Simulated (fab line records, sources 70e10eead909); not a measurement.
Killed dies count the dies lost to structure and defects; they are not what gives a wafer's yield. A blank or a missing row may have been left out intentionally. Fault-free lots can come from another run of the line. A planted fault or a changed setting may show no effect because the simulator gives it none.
Shared-tool check ; flow nandHarc ; 13 lots, 39 wafers sampled

WHY IT WAS OPENED
On 1 of the 13 lots, a flag is raised at NHARC_P_ZERO_WELL_CD_MEAS_24 on the reading cdNm. Fault-free wafers read 720.6 nm, with a standard deviation of 1.7.
Rule: flag the lot when none of its wafers has a number, or when each of its wafers that has one lies beyond 4 standard deviations from that mean. As for the other lots, they are considered sound.

lot;measured;on;cdNm (nm), wafer by wafer;flag
L625;day 1 20:38;cdSem-03;720.4 721.4 722.3;
L627;day 2 08:29;cdSem-01;721.5 722.5 722.4;
L628;day 2 14:35;cdSem-02;720.4 719.6 721.8;
L629;day 2 20:37;cdSem-03;723.1 722.5 722.9;
L630;day 3 02:36;cdSem-03;722.4 718.9 721.2;
L631;day 3 08:29;cdSem-03;722.9 721.3 721.5;
L633;day 3 20:40;cdSem-03;721.2 720.2 721.3;
L634;day 4 02:37;cdSem-01;719.3 721.5 719.6;
L637;day 4 20:38;cdSem-03;689.7 689.4 690.2;FLAGGED
L639;day 5 08:20;cdSem-01;721.9 721.7 719.4;
L643;day 6 08:35;cdSem-01;718.9 720.9 718.0;
L645;day 6 20:35;cdSem-03;721.0 718.8 722.7;
L647;day 7 08:34;cdSem-03;720.1 721.5 721.1;
Average over the flagged lots: 689.8 nm; offset from the usual -30.8 nm, equal to -18 standard deviations.

EACH LOT AND THE TOOL IT RAN ON
The record keeps 1 process step preceding the reading, out of 1159 steps on the route. Cell contents, in order: the tool; ch with the chambers the sampled wafers went through; the start.
lot;flag;NHARC_P_ZERO_WELL_EXPOSE_21
L625;;krfScanner-03 ch 0, day 1 20:29
L627;;krfScanner-02 ch 0, day 2 08:20
L628;;krfScanner-04 ch 0, day 2 14:25
L629;;krfScanner-02 ch 0, day 2 20:28
L630;;krfScanner-03 ch 0, day 3 02:26
L631;;krfScanner-02 ch 0, day 3 08:20
L633;;krfScanner-03 ch 0, day 3 20:31
L634;;krfScanner-02 ch 0, day 4 02:28
L637;FLAGGED;krfScanner-02 ch 0, day 4 20:29
L639;;krfScanner-02 ch 0, day 5 08:11
L643;;krfScanner-02 ch 0, day 6 08:26
L645;;krfScanner-03 ch 0, day 6 20:26
L647;;krfScanner-04 ch 0, day 7 08:25
What the steps here do:
- NHARC_P_ZERO_WELL_EXPOSE_21: exposes mask P NWELL, target cd 720 nm.
- NHARC_P_ZERO_WELL_CD_MEAS_24: target cd 720 nm.

FLAGGED AGAINST TOTAL, ONE TOOL AT A TIME (gauges that did the reading follow at the end)
step;tool;lots run;flagged;share of the flagged lots;sound lots run after its first flagged lot
NHARC_P_ZERO_WELL_EXPOSE_21;krfScanner-02;7;1;all;2 (L639,L643)
NHARC_P_ZERO_WELL_EXPOSE_21;krfScanner-03;4;0;none;-
NHARC_P_ZERO_WELL_EXPOSE_21;krfScanner-04;2;0;none;-
NHARC_P_ZERO_WELL_CD_MEAS_24;cdSem-01;4;0;none;-
NHARC_P_ZERO_WELL_CD_MEAS_24;cdSem-02;1;0;none;-
NHARC_P_ZERO_WELL_CD_MEAS_24;cdSem-03;8;1;all;2 (L645,L647)

THE TABLE: WHAT IT ALLOWS
Rows of the table that ran all the flagged lots, 2 in number: krfScanner-02 at NHARC_P_ZERO_WELL_EXPOSE_21; cdSem-03 at NHARC_P_ZERO_WELL_CD_MEAS_24.
- krfScanner-02 at NHARC_P_ZERO_WELL_EXPOSE_21: 1 of its 7 lots flagged. Sound lots followed the first flagged one (L639, L643) on it, something a lasting fault affecting the whole tool could not allow.
- cdSem-03 at NHARC_P_ZERO_WELL_CD_MEAS_24: 1 of its 8 lots flagged. Sound lots followed the first flagged one (L645, L647) on it, something a lasting fault affecting the whole tool could not allow.
Not one row of the table ran every flagged lot while running no sound lot after the first.

WHAT HAD BEEN PUT IN BY THE SIMULATOR
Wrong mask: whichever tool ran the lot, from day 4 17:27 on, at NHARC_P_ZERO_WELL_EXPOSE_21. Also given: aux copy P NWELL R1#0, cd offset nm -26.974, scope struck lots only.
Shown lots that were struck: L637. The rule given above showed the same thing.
